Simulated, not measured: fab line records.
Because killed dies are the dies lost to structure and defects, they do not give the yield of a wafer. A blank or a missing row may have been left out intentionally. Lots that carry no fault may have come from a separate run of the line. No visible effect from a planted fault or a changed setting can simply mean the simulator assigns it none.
Chamber matching -- flow n5-finfet -- N5_BEOL_M11_ILD_DEP_00 on pecvd-04: 3 sister chambers
The step deposits SiCOH lowk from DEMS/porogen, target thk 308.51 nm, time 58 s. 3 wafers are shown with their chamber, then 7 later ones without.

## WAFERS PAIRED WITH THEIR CHAMBERS
wafer,chamber,showerhead-vpp-V (V)
L090.4,2,1346
L091.2,1,1349
L091.5,0,1539

## WAFERS WITHOUT THEIR CHAMBER
wafer,showerhead-vpp-V (V)
L091.6,1370
L096.2,1356
L096.5,1527
L096.6,1327
L097.1,1357
L097.5,1358
L097.6,1338

## WHICH CHAMBER EACH WENT THROUGH
wafer,from the rows above,in truth
L091.6,can't be placed: 1 or 2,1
L096.2,can't be placed: 1 or 2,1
L096.5,0,0
L096.6,can't be placed: 2 or 1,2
L097.1,can't be placed: 1 or 2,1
L097.5,can't be placed: 1 or 2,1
L097.6,can't be placed: 2 or 1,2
Correct placement for 1 of the 7. These rows do not allow placing 6 (true chamber among the candidates in 6). Wrongly placed: 0.
How it was worked out, from the rows above alone: a wafer's distance from a chamber is the root of the sum, over the readings, of the square of ((its reading less the chamber's mean) divided by the reading's scatter). The wafer belongs to the nearest chamber; if the next one is less than 2 further off, it can't be placed. Each chamber's mean is taken over the wafers shown for it. The scatter: root of mean squared gap, hidden wafer to nearest shown wafer, with one shown wafer a chamber.
